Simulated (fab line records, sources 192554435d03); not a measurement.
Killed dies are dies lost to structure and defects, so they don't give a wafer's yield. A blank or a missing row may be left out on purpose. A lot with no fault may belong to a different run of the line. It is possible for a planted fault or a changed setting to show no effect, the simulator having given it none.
Split-lot study | flow n5_finfet | 21 wafers read across 7 lots, on a route 1938 steps long

## ON THE SPLIT
At N5_BEOL_M10_COAT_22 (resist thk 90 nm), the setting spin_rpm was moved away from the recipe's 1500 rpm on 6 of the 21 wafers read, by -3.9% to +8.3%. For the rest of the wafers, this setting stayed at what the recipe calls for.

## FROM THE SPLIT TO THE READING: what the file shows between them, 4 steps
- N5_BEOL_M10_EBR_24
- N5_BEOL_M10_SOFTBAKE_23: time 60 s
- N5_BEOL_M10_EXPOSE_25: exposes mask V9
- N5_BEOL_M10_PEB_26: peb time 60 s

## THE READING
CAR-ArF_of_BEOL_M10_COAT_22.thk_nm (the simulator's own value, which no gauge read), in nm, at N5_BEOL_M10_DEVELOP_27 (develop time 30 s). The file gives no usual value for it. Across the 15 wafers here that went through the recipe, the average is 88.3 nm and the standard deviation 0.24 nm.

wafer  | tool, chamber at the split | spin_rpm as run, rpm | against the recipe | CAR-ArF_of_BEOL_M10_COAT_22.thk_nm, nm | against lot-mates on the recipe
L076.1 | litho_track-05, 0          | 1500                 | recipe             | 88                                     | -
L076.2 | litho_track-05, 0          | 1625                 | +8.3%              | 84.4                                   | -3.6
L076.6 | litho_track-05, 0          | 1625                 | +8.3%              | 84.6                                   | -3.4
L082.2 | litho_track-04, 0          | 1500                 | recipe             | 88.8                                   | -
L082.3 | litho_track-04, 0          | 1500                 | recipe             | 88.8                                   | -
L082.4 | litho_track-04, 0          | 1500                 | recipe             | 88.6                                   | -
L089.2 | litho_track-04, 0          | 1441                 | -3.9%              | 90.6                                   | +2.0
L089.3 | litho_track-04, 0          | 1500                 | recipe             | 88.6                                   | -
L089.5 | litho_track-04, 0          | 1441                 | -3.9%              | 90.4                                   | +1.8
L087.2 | litho_track-03, 0          | 1500                 | recipe             | 88.2                                   | -
L087.3 | litho_track-03, 0          | 1500                 | recipe             | 88.2                                   | -
L087.6 | litho_track-03, 0          | 1500                 | recipe             | 88.4                                   | -
L092.1 | litho_track-03, 0          | 1453                 | -3.1%              | 89.8                                   | +1.4
L092.3 | litho_track-03, 0          | 1453                 | -3.1%              | 89.6                                   | +1.2
L092.6 | litho_track-03, 0          | 1500                 | recipe             | 88.4                                   | -
L094.1 | litho_track-05, 0          | 1500                 | recipe             | 88.2                                   | -
L094.3 | litho_track-05, 0          | 1500                 | recipe             | 88.2                                   | -
L094.4 | litho_track-05, 0          | 1500                 | recipe             | 88.2                                   | -
L097.1 | litho_track-03, 0          | 1500                 | recipe             | 88.2                                   | -
L097.3 | litho_track-03, 0          | 1500                 | recipe             | 88.2                                   | -
L097.5 | litho_track-03, 0          | 1500                 | recipe             | 88.2                                   | -

FIT RESULTS
A straight line over all 21 wafers: CAR-ArF_of_BEOL_M10_COAT_22.thk_nm changes by -0.473 nm for each +1% of spin_rpm; r = -0.99; the points scatter about the line by 0.24 nm.
The same after taking each lot's own level away (the mean of its wafers on the recipe; 21 wafers): -0.43 nm for each +1%; r = -1.00; scatter 0.1 nm.
The reading moves by 3.6 nm for the largest change in spin_rpm, on that fit.
The span of the lots' own levels, 88.00 to 88.73 nm, comes to 3.1 times the standard deviation stated above.
The two slopes agree, so the slope changes little with the lot-to-lot level.
Check: -3.53 nm against its lot-mates is what the line predicts for one of the wafers moved furthest among these (+8.3%) when that wafer is left out of the fit. It came out at -3.6 nm against them.

## THE OTHER SPLITS THESE WAFERS WENT THROUGH
These wafers also went through other splits before the reading. Each is held against what the fit with the lots' levels taken away leaves over:
other split on the same wafers | wafers away from the commonest value | r with CAR-ArF_of_BEOL_M10_COAT_22.thk_nm (lot level and that fit taken away)
N5_BEOL_M9_EXPOSE_25 dose_mj   | 6                                    | +0.19
N5_BEOL_M10_COAT_63 spin_rpm   | 7                                    | +0.02

## THE WHOLE CHAIN: every reading that the file lists as answering this split, in the file's order
step                   | what it does      | reading                                                                             | change (the file's fit)               | r (the file's)
N5_BEOL_M10_COAT_22    | resist thk 90 nm  | CAR-ArF_of_BEOL_M10_COAT_22.thk_nm (the simulator's own value, which no gauge read) | -0.446 nm for each +1% of the setting | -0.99
N5_BEOL_M10_DEVELOP_27 | develop time 30 s | CAR-ArF_of_BEOL_M10_COAT_22.thk_nm (the simulator's own value, which no gauge read) | -0.43 nm for each +1% of the setting  | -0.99

## THE FILE'S OWN FIT
CAR-ArF_of_BEOL_M10_COAT_22.thk_nm changes by -0.43 nm for each +1% of spin_rpm, r = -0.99.
